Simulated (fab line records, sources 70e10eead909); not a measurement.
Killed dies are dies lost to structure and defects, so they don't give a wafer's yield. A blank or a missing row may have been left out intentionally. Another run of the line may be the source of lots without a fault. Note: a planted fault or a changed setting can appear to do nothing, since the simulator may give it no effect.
fab line records	flow nandHarc
record lots=6	wafers=18	lastDay=23
route steps=1159 shown A_BONDPAD@1074 END@1159
lots that met no fault: taken from a fault-free run of the same line
startH: hours from the record's first day to the start of the lot's first wafer shown	waitH: time in hours since the lot's previous step	" as in the row above	L1.1+2: a row that stands for several wafers	- no value, or no start was given	* or withheld: withheld	< > ~ a bound
route shown NAME@n: a module of which the file shows steps, and the number in the route of the first	usual: mean/standard deviation of fault-free wafers	same: alike in all rows	chamber/n: place in a boat	sites: readings site by site	_std_site: standard deviation of those values	_edge_site: outer sites' mean less inner sites'	radiusMm: for every site, how far away it sits from the centre of the wafer	mask NAME#n: copy n	behind: the tool/chamber that last shaped the wafer	hold: why the lot went on hold/how many hours it stayed there/how the hold came to an end	device: names the non-switching transistor (n, p or np)	end of line: the route-end tests of the same wafers	step lacking rows: just its recipe	killed: dies that structure and defects cost at the first sort, which is not the same as the wafer's yield	map: shows each die of a wafer: x if killed, . if not, _ if none is there
set.NAME: the setting as run; set.NAME@STEP: as run at that earlier step	model.NAME: the simulator's own value behind a step, which no gauge read
certain route steps with their lots: each step a table, each wafer a row
services: the hour from which a tool's chamber was out of use, counted from the record's first day as startH (under 0 if before that day), plus the number of hours and why
## steps
# step NHARC_A_BONDPAD_HARDBAKE_10
# recipe tempC=118	timeS=65
# step NHARC_A_BONDPAD_DESCUM_11
# recipe timeS=3	o2FlowSccm=200	arFlowSccm=0	biasPowerW=0	chemistry=O2
# step NHARC_A_BONDPAD_ETCH_34
# recipe targetDepthA=600	overetchA=180	timeS=65.91	ionEnergyEv=200	n2FlowSccm=150	h2FlowSccm=150	arFlowSccm=0	rfW=400	biasW=150	chemistry=N2/H2
# usual drypumpMotorCurrentA=5.7/0.54	oesProductAu=0.992/0.0086	rfVppV=431/3.2	showerheadPlenumPTorr=2.05/0.11	throttleValvePct=14.172/0.0081
lot.wafer	tool	chamber	startH	waitH	drypumpMotorCurrentA	oesProductAu	rfHoursCounterH	rfVppV	showerheadPlenumPTorr	throttleValvePct
L845.1	rieDiel-03	1	454.92	0.1	6.0	0.979	2	434	2.14	14.164
L845.6	"	0	"	"	4.7	0.987	-	428	1.93	14.153
L845.5	"	1	"	"	6.0	0.993	-	433	2.14	14.158
L848.3	rieDiel-02	1	460.70	0.1	5.5	1.001	25	433	2.12	14.162
L848.2	"	3	"	"	5.1	0.991	26	431	2.08	14.181
L848.5	"	0	"	"	5.5	0.999	-	430	2.03	14.170
L849.1	rieDiel-03	2	477.03	0.1	6.3	0.981	3	433	2.21	14.164
L849.4	"	3	"	"	5.8	0.991	3	429	1.93	14.181
L849.5	"	1	"	"	6.0	0.984	-	434	2.14	14.168
L852.1	rieDiel-03	1	480.01	0.1	6.0	0.986	3	434	2.14	14.180
L852.4	"	2	"	"	6.2	0.974	3	435	2.21	14.168
L852.2	"	3	"	"	5.8	0.997	3	428	1.93	14.180
L851.4	rieDiel-03	0	480.42	0.1	4.7	0.979	3	428	1.93	14.184
L851.2	"	1	"	"	6.0	0.977	3	433	2.14	14.171
L851.6	"	3	"	"	5.8	0.993	-	427	1.93	14.168
L855.2	rieDiel-03	0	505.78	0.1	4.7	1.001	4	428	1.93	14.167
L855.6	"	3	"	"	5.8	0.992	-	428	1.93	14.175
L855.5	"	0	"	"	4.7	1.000	-	426	1.93	14.173
# step NHARC_A_BONDPAD_ETCH_12
# recipe targetDepthA=2200	timeS=110	chf3FlowSccm=50	o2FlowSccm=10	arFlowSccm=200	rfW=500	biasW=200	chemistry=CHF3/O2
# step NHARC_A_BONDPAD_CD_MEAS_13
# usual cdNm=498.8/2
lot.wafer	tool	chamber	startH	waitH	cdNm
L845.1	cdSem-03	-	455.14	-	497.4
L845.5	"	-	"	"	497.8
L845.6	"	-	"	"	500.8
L848.2	cdSem-01	-	460.96	-	500.8
L848.3	"	-	"	"	498.7
L848.5	"	-	"	"	498.1
L849.1	cdSem-02	-	477.25	-	498.3
L849.4	"	-	"	"	497.3
L849.5	"	-	"	"	497.5
L852.1	cdSem-01	-	480.24	-	498.6
L852.2	"	-	"	"	499.8
L852.4	"	-	"	"	500.0
L851.2	cdSem-02	-	480.65	-	496.3
L851.4	"	-	"	"	498.4
L851.6	"	-	"	"	498.5
L855.2	cdSem-03	-	506.00	-	495.3
L855.5	"	-	"	"	497.1
L855.6	"	-	"	"	501.1
# step NHARC_A_BONDPAD_STRIP_15
# recipe o2FlowSccm=500	arFlowSccm=0	biasW=0	chemistry=O2
# step NHARC_A_BONDPAD_ETCH_24
# recipe targetDepthA=300	overEtchFrac=0.3	timeS=72.99	ionEnergyEv=150	cf4FlowSccm=50	n2FlowSccm=100	arFlowSccm=150	rfW=300	biasW=100	chemistry=CF4/N2
# usual drypumpMotorCurrentA=5.6/0.53	oesProductAu=0.992/0.0073	rfVppV=314.4/2.5	showerheadPlenumPTorr=2.63/0.14	throttleValvePct=19.794/0.0087
lot.wafer	tool	chamber	startH	waitH	drypumpMotorCurrentA	oesProductAu	rfHoursCounterH	rfVppV	showerheadPlenumPTorr	throttleValvePct
L845.1	rieDiel-03	3	-	-	5.8	0.983	2	311.5	2.49	19.787
L845.6	"	2	"	"	6.3	0.985	-	318.3	2.83	19.803
L845.5	"	3	"	"	5.8	0.990	-	311.9	2.49	19.795
L848.2	rieDiel-02	3	461.21	0.1	5.1	0.995	26	314.9	2.68	19.808
L848.3	"	0	"	"	5.5	0.993	22	312.1	2.62	19.795
L848.5	"	0	"	"	5.5	0.987	-	313.1	2.62	19.786
L849.4	rieDiel-03	2	-	-	6.3	0.991	3	316.8	2.83	19.796
L849.1	"	1	"	"	6.0	0.994	3	316.1	2.74	19.788
L849.5	"	3	"	"	5.7	0.993	-	312.0	2.49	19.797
L852.2	rieDiel-03	0	-	-	4.8	0.993	3	311.5	2.49	19.787
L852.4	"	1	"	"	6.0	0.994	3	316.4	2.74	19.803
L852.1	"	3	"	"	5.7	0.988	3	311.2	2.49	19.801
L851.4	rieDiel-03	2	-	-	6.3	0.980	3	317.1	2.83	19.792
L851.2	"	0	"	"	4.8	1.000	3	312.2	2.49	19.806
L851.6	"	1	"	"	6.0	0.984	-	317.4	2.74	19.803
L855.2	rieDiel-03	3	-	-	5.8	0.999	4	312.0	2.49	19.814
L855.5	"	0	"	"	4.7	0.998	-	312.4	2.49	19.792
L855.6	"	1	"	"	6.0	1.001	-	317.0	2.74	19.794
# step NHARC_A_BONDPAD_STRIP_16
# recipe timeS=600	tempC=30	chemistry=postEtchResidueRemover
# step NHARC_A_BONDPAD_DEGAS_25
# recipe tempC=300	timeS=60
# step NHARC_A_BONDPAD_PRE_CLEAN_26
# recipe timeS=30	tempC=280	gas=H2/He
# step NHARC_A_BONDPAD_PVD_17
# recipe targetThkA=50	biasV=168.6	powerW=15000	chamberPressurePa=0.12	timeS=8.06	substrateTempC=50	material=TaN
# usual throttleValvePct=30.8/1.1
lot.wafer	tool	chamber	startH	waitH	throttleValvePct
L845.1	pvdSputter-03	-	-	-	30.1
L845.6	"	-	"	"	30.4
L845.5	"	-	"	"	28.9
L848.3	pvdSputter-01	-	-	-	29.6
L848.2	"	-	"	"	32.3
L848.5	"	-	"	"	32.4
L849.4	pvdSputter-01	-	-	-	30.4
L849.1	"	-	"	"	29.7
L849.5	"	-	"	"	30.4
L852.1	pvdSputter-01	-	-	-	32.2
L852.2	"	-	"	"	28.0
L852.4	"	-	"	"	29.8
L851.2	pvdSputter-02	-	-	-	30.9
L851.4	"	-	"	"	31.4
L851.6	"	-	"	"	31.1
L855.2	pvdSputter-03	-	-	-	30.6
L855.6	"	-	"	"	30.6
L855.5	"	-	"	"	30.5
# step NHARC_A_BONDPAD_PVD_27
# recipe targetThkA=300	chamberPressurePa=5	powerW=5000	substrateTempC=30	timeS=20.49	material=Cu
# usual throttleValvePct=30.8/1.1
lot.wafer	tool	chamber	startH	waitH	throttleValvePct
L845.1	pvdSputter-03	-	-	-	30.5
L845.5	"	-	"	"	29.2
L845.6	"	-	"	"	30.7
L848.2	pvdSputter-01	-	-	-	30.0
L848.3	"	-	"	"	30.3
L848.5	"	-	"	"	29.6
L849.4	pvdSputter-01	-	-	-	32.5
L849.1	"	-	"	"	30.1
L849.5	"	-	"	"	29.7
L852.4	pvdSputter-01	-	-	-	27.7
L852.2	"	-	"	"	29.9
L852.1	"	-	"	"	32.2
L851.2	pvdSputter-02	-	-	-	32.1
L851.4	"	-	"	"	30.8
L851.6	"	-	"	"	31.8
L855.2	pvdSputter-03	-	-	-	30.7
L855.5	"	-	"	"	30.6
L855.6	"	-	"	"	30.7
# step NHARC_A_BONDPAD_ECD_18
# recipe targetThkA=4000	bathTempC=25	material=Cu
# usual bathHeatDutyPct=5.8/0.7	bathTempC=25.00/0.11
lot.wafer	tool	chamber	startH	waitH	bathHeatDutyPct	bathTempC
L845.1	ecdCu-01	1	456.13	-	6.3	24.82
L845.6	"	1	"	"	5.6	25.04
L845.5	"	0	"	"	5.5	25.01
L848.2	ecdCu-02	1	462.04	-	6.6	24.95
L848.3	"	0	"	"	4.8	24.95
L848.5	"	0	"	"	5.7	24.81
L849.1	ecdCu-02	1	478.29	-	-	-
L849.4	"	1	"	"	-	-
L849.5	"	1	"	"	-	-
L852.1	ecdCu-02	1	481.23	-	-	-
L852.2	"	0	"	"	-	-
L852.4	"	1	"	"	-	-
L851.2	ecdCu-01	0	481.68	-	5.6	24.80
L851.4	"	0	"	"	5.5	24.93
L851.6	"	0	"	"	6.5	24.91
L855.2	ecdCu-01	0	507.07	-	5.2	25.01
L855.5	"	1	"	"	5.3	24.98
L855.6	"	0	"	"	5.7	25.00
# step NHARC_A_BONDPAD_ANNEAL_28
# recipe tempC=225	timeS=90
# step NHARC_A_BONDPAD_CMP_19
# recipe tOverpolishS=30	cuRecessTouchS=16	targetThkNm=169.8
# usual motorCurrentA=12.6/1.1	overpolishRunS=30.001/0.0086	slurryFilterDpKPa=13.51/0.13	slurryFlowMlMin=150.0/0.46
lot.wafer	tool	chamber	startH	waitH	motorCurrentA	overpolishRunS	slurryFilterDpKPa	slurryFlowMlMin
L845.1	cmp-02	3	456.91	-	12.9	29.997	13.42	150.0
L845.5	"	1	"	"	13.6	30.008	13.47	149.6
L845.6	"	2	"	"	12.6	29.990	13.44	149.5
L848.2	cmp-03	1	462.74	-	11.6	29.993	13.56	149.4
L848.3	"	2	"	"	12.8	30.002	13.51	149.5
L848.5	"	1	"	"	11.7	29.986	13.64	150.0
L849.1	cmp-02	2	478.96	-	12.2	30.001	13.60	150.5
L849.4	"	0	"	"	12.0	30.009	13.53	150.8
L849.5	"	3	"	"	12.3	29.997	13.72	150.2
L852.4	cmp-03	3	481.95	-	13.4	29.997	13.25	149.4
L852.2	"	1	"	"	12.2	30.005	13.48	150.4
L852.1	"	2	"	"	13.0	29.998	13.65	150.2
L851.2	cmp-01	0	482.40	-	14.6	29.994	13.38	150.4
L851.4	"	1	"	"	12.1	29.994	13.43	149.8
L851.6	"	2	"	"	11.1	30.000	13.24	150.2
L855.2	cmp-01	3	507.74	-	11.2	30.006	13.69	149.6
L855.6	"	3	"	"	11.0	29.990	13.43	149.6
L855.5	"	0	"	"	15.3	30.001	13.52	150.2
# step NHARC_A_BONDPAD_THK_MEAS_20
# recipe thkMeasGauge=xrf
# usual thkNm=170.2/1.5
lot.wafer	tool	chamber	startH	waitH	thkNm
L845.1	filmMetro-02	-	457.18	-	171.5
L845.5	"	-	"	"	168.1
L845.6	"	-	"	"	171.3
L848.2	filmMetro-02	-	463.03	-	169.6
L848.3	"	-	"	"	171.5
L848.5	"	-	"	"	170.8
L849.1	filmMetro-02	-	479.29	-	29.4
L849.4	"	-	"	"	31.0
L849.5	"	-	"	"	30.0
L852.1	filmMetro-01	-	482.28	-	31.1
L852.2	"	-	"	"	31.0
L852.4	"	-	"	"	30.1
L851.2	filmMetro-01	-	482.67	-	169.0
L851.4	"	-	"	"	169.0
L851.6	"	-	"	"	169.1
L855.2	filmMetro-02	-	508.06	-	169.8
L855.5	"	-	"	"	171.6
L855.6	"	-	"	"	170.2
# step NHARC_A_BONDPAD_SRD_21
# recipe timeS=30	tempC=23	dryTimeS=20	spinRpm=1500
# step NHARC_END_SORT_01
# recipe tempC=25
# usual defectLimitedYield=95.3/1.3	killedAtArray=28/8.6	killedAtOther=0.7/1.2	killedAtPeriphery=3.1/2.3	killedDies=32/8.7	killedOpen=3.2/1.7	killedShort=2.0/1.5	sort_bin_2_pct=1.5/0.58	sort_bin_3_pct=0.28/0.22	sort_bin_4_pct=3.0/0.86	sortNPass=645/8.7	sortRimYieldPct=97.8/1.4	sortYieldPct=95.3/1.3
# same grossDies=677	sort_bin_5_pct[%]=0	sort_bin_6_pct[%]=0	sort_bin_7_pct[%]=0	sort_bin_8_pct[%]=0	sortRimNGross=106.00
lot.wafer	tool	chamber	startH	waitH	defectLimitedYield[%]	killedAtArray	killedAtOther	killedAtPeriphery	killedDies	killedOpen	killedShort	sort_bin_2_pct[%]	sort_bin_3_pct[%]	sort_bin_4_pct[%]	sortNPass	sortRimYieldPct[%]	sortYieldPct[%]
L848.5	prober-01	0	503.91	3.7	96.0	23	1	3	27	1	3	0.7	0.59	2.7	650	98.1	96.0
L852.1	prober-02	0	507.28	2.5	0	674	0	3	677	1	1	97.2	0.74	2.1	0	0	0
L852.2	prober-02	0	508.08	2.8	0	674	1	2	677	2	4	96.5	0	3.5	0	0	0
L852.4	prober-02	0	509.67	3.4	0	677	0	0	677	4	2	97.6	0.30	2.1	0	0	0
L849.1	prober-01	0	508.58	2.6	0	677	0	0	677	2	0	97.0	0	3.0	0	0	0
L849.4	prober-01	0	511.00	3.4	0	677	0	0	677	3	1	95.6	0.15	4.3	0	0	0
L849.5	prober-01	0	511.80	3.7	0	677	0	0	677	1	2	95.7	0.30	4.0	0	0	0
# killed by level:class
L848.5 A_CHANNEL_HOLE_D1:chamberFilmFlake=18 P_STI:geometricParticle:open=1 A_ONON_D1:geometricParticle:short=1 A_SLIT:geometricParticle:short=1 A_WL_FILL:geometricParticle:short=1 P_CONTACT:chamberFilmFlake=1 P_M1:chamberFilmFlake=1 A_WL_FILL:chamberFilmFlake=1
L852.1 A_BONDPAD:areaEcd=644 A_CHANNEL_HOLE_D1:chamberFilmFlake=22 A_CONTACT:chamberFilmFlake=3 P_CONTACT:chamberFilmFlake=2 A_WL_FILL:chamberFilmFlake=2 A_ONON_D1:geometricParticle:short=1 A_M0:geometricParticle:open=1 P_ZERO_WELL:chamberFilmFlake=1
L852.2 A_BONDPAD:areaEcd=644 A_CHANNEL_HOLE_D1:chamberFilmFlake=20 A_CONTACT:chamberFilmFlake=4 P_M1:geometricParticle:short=1 A_ONON_D1:geometricParticle:open=1 A_CHANNEL_HOLE_D1:geometricParticle:short=1 A_WL_FILL:geometricParticle:short=1 A_CONTACT:geometricParticle:short=1
L849.1 A_BONDPAD:areaEcd=644 A_CHANNEL_HOLE_D1:chamberFilmFlake=12 A_SLIT:chamberFilmFlake=10 A_STAIRCASE:chamberFilmFlake=3 A_WL_FILL:chamberFilmFlake=3 A_SGD_CUT:chamberFilmFlake=2 A_CHANNEL_FILL_D1:geometricParticle:open=1 A_CONTACT:geometricParticle:open=1
L852.4 A_BONDPAD:areaEcd=649 A_CHANNEL_HOLE_D1:chamberFilmFlake=22 A_ONON_D1:geometricParticle:open=1 A_STAIRCASE:geometricParticle:open=1 A_SGD_CUT:geometricParticle:open=1 A_SGD_CUT:geometricParticle:short=1 A_CONTACT:geometricParticle:open=1 A_M1:geometricParticle:short=1
L849.4 A_BONDPAD:areaEcd=634 A_CHANNEL_HOLE_D1:chamberFilmFlake=16 A_SLIT:chamberFilmFlake=16 A_WL_FILL:chamberFilmFlake=4 A_STAIRCASE:chamberFilmFlake=2 A_ONON_D1:geometricParticle:open=1 A_CHANNEL_FILL_D1:geometricParticle:short=1 A_CONTACT:geometricParticle:open=1
L849.5 A_BONDPAD:areaEcd=630 A_CHANNEL_HOLE_D1:chamberFilmFlake=23 A_SLIT:chamberFilmFlake=13 A_WL_FILL:chamberFilmFlake=4 A_CHANNEL_FILL_D1:geometricParticle:short=2 A_STAIRCASE:chamberFilmFlake=2 A_SGD_CUT:geometricParticle:open=1 A_CHANNEL_FILL_D1:chamberFilmFlake=1
# map L849.1 (x killed, . not)
____________x____________
_________xxxxxxx_________
_______xxxxxxxxxxx_______
______xxxxxxxxxxxxx______
_____xxxxxxxxxxxxxxx_____
____xxxxxxxxxxxxxxxxx____
____xxxxxxxxxxxxxxxxx____
___xxxxxxxxxxxxxxxxxxx___
___xxxxxxxxxxxxxxxxxxx___
__xxxxxxxxxxxxxxxxxxxxx__
__xxxxxxxxxxxxxxxxxxxxx__
_xxxxxxxxxxxxxxxxxxxxxxx_
_xxxxxxxxxxxxxxxxxxxxxxx_
_xxxxxxxxxxxxxxxxxxxxxxx_
_xxxxxxxxxxxxxxxxxxxxxxx_
_xxxxxxxxxxxxxxxxxxxxxxx_
xxxxxxxxxxxxxxxxxxxxxxxxx
xxxxxxxxxxxxxxxxxxxxxxxxx
xxxxxxxxxxxxxxxxxxxxxxxxx
xxxxxxxxxxxxxxxxxxxxxxxxx
xxxxxxxxxxxxxxxxxxxxxxxxx
_xxxxxxxxxxxxxxxxxxxxxxx_
_xxxxxxxxxxxxxxxxxxxxxxx_
_xxxxxxxxxxxxxxxxxxxxxxx_
_xxxxxxxxxxxxxxxxxxxxxxx_
_xxxxxxxxxxxxxxxxxxxxxxx_
__xxxxxxxxxxxxxxxxxxxxx__
__xxxxxxxxxxxxxxxxxxxxx__
___xxxxxxxxxxxxxxxxxxx___
___xxxxxxxxxxxxxxxxxxx___
____xxxxxxxxxxxxxxxxx____
____xxxxxxxxxxxxxxxxx____
_____xxxxxxxxxxxxxxx_____
______xxxxxxxxxxxxx______
_______xxxxxxxxxxx_______
_________xxxxxxx_________
____________x____________
# map L852.1 (x killed, . not)
____________x____________
_________xxxxxxx_________
_______xxxxxxxxxxx_______
______xxxxxxxxxxxxx______
_____xxxxxxxxxxxxxxx_____
____xxxxxxxxxxxxxxxxx____
____xxxxxxxxxxxxxxxxx____
___xxxxxxxxxxxxxxxxxxx___
___xxxxxxxxxxxxxxxxxxx___
__xxxxxxxxxxxxxxxxxxxxx__
__xxxxxxxxxxxxxxxxxxxxx__
_xxxxxxxxxxxxxxxxxxxxxxx_
_xxxxxxxxxxxxxxxxxxxxxxx_
_xxxxxxxxxxxxxxxxxxxxxxx_
_xxxxxxxxxxxxxxxxxxxxxxx_
_xxxxxxxxxxxxxxxxxxxxxxx_
xxxxxxxxxxxxxxxxxxxxxxxxx
xxxxxxxxxxxxxxxxxxxxxxxxx
xxxxxxxxxxxxxxxxxxxxxxxxx
xxxxxxxxxxxxxxxxxxxxxxxxx
xxxxxxxxxxxxxxxxxxxxxxxxx
_xxxxxxxxxxxxxxxxxxxxxxx_
_xxxxxxxxxxxxxxxxxxxxxxx_
_xxxxxxxxxxxxxxxxxxxxxxx_
_xxxxxxxxxxxxxxxxxxxxxxx_
_xxxxxxxxxxxxxxxxxxxxxxx_
__xxxxxxxxxxxxxxxxxxxxx__
__xxxxxxxxxxxxxxxxxxxxx__
___xxxxxxxxxxxxxxxxxxx___
___xxxxxxxxxxxxxxxxxxx___
____xxxxxxxxxxxxxxxxx____
____xxxxxxxxxxxxxxxxx____
_____xxxxxxxxxxxxxxx_____
______xxxxxxxxxxxxx______
_______xxxxxxxxxxx_______
_________xxxxxxx_________
____________x____________
## services
tool	chamber	startH	hours	kind
cmp-01	-	440.44	2.1	repair
cmp-02	-	444.38	0.4	repair
ecdCu-01	-	448.00	8.0	pm
cmp-03	-	450.13	4.0	pm
ecdCu-02	-	450.15	1.1	repair
rieDiel-03	0	450.30	-	clean
rieDiel-03	1	450.30	-	clean
rieDiel-03	2	450.30	-	clean
rieDiel-03	3	450.30	-	clean
pvdSputter-03	-	458.03	10.0	pm
rieDiel-02	2	459.83	4.2	repair
rieDiel-02	1	462.89	1.5	repair
cmp-02	-	468.98	1.7	repair
cmp-01	-	473.50	4.0	pm
rieDiel-03	0	474.80	-	clean
rieDiel-03	1	474.80	-	clean
rieDiel-03	2	474.80	-	clean
rieDiel-03	3	474.80	-	clean
rieDiel-02	2	475.63	6.5	repair
pvdSputter-03	-	489.15	2.4	repair
cmp-01	-	495.67	1.7	repair
cmp-02	-	500.94	2.2	repair
rieDiel-02	-	504.83	9.0	pm
cmp-02	-	506.22	6.2	repair
## key
firstSign step=NHARC_A_BONDPAD_ECD_18	reading=toolRecord	direction=missing
effect step=NHARC_A_BONDPAD_THK_MEAS_20	reading=thkNm	direction=down	sigmas=96	usual=170.2	struck=30.4
effect step=NHARC_END_SORT_01	reading=sort_bin_2_pct	direction=up	sigmas=99+	usual=1.5	struck=96.6
moreKillsBornAt NHARC_A_BONDPAD_ECD_18@ecdCu-02=3845
metAt NHARC_A_BONDPAD_ECD_18
struckWafers L849.1,L849.4,L849.5,L852.1,L852.2,L852.4
laterRowsLeftOut L849.1,L849.4,L849.5,L852.1,L852.2,L852.4
onsetBetween 462.04 478.29
fault kind=skippedStepWhole	tool=ecdCu-02	chamber=-	onsetH=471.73	steps=NHARC_A_BONDPAD_ECD_18	scope=struckLotsOnly
# laterRowsLeftOut: the simulator's readings of these wafers behind a module that went badly wrong aren't trusted and aren't shown, but for the sort
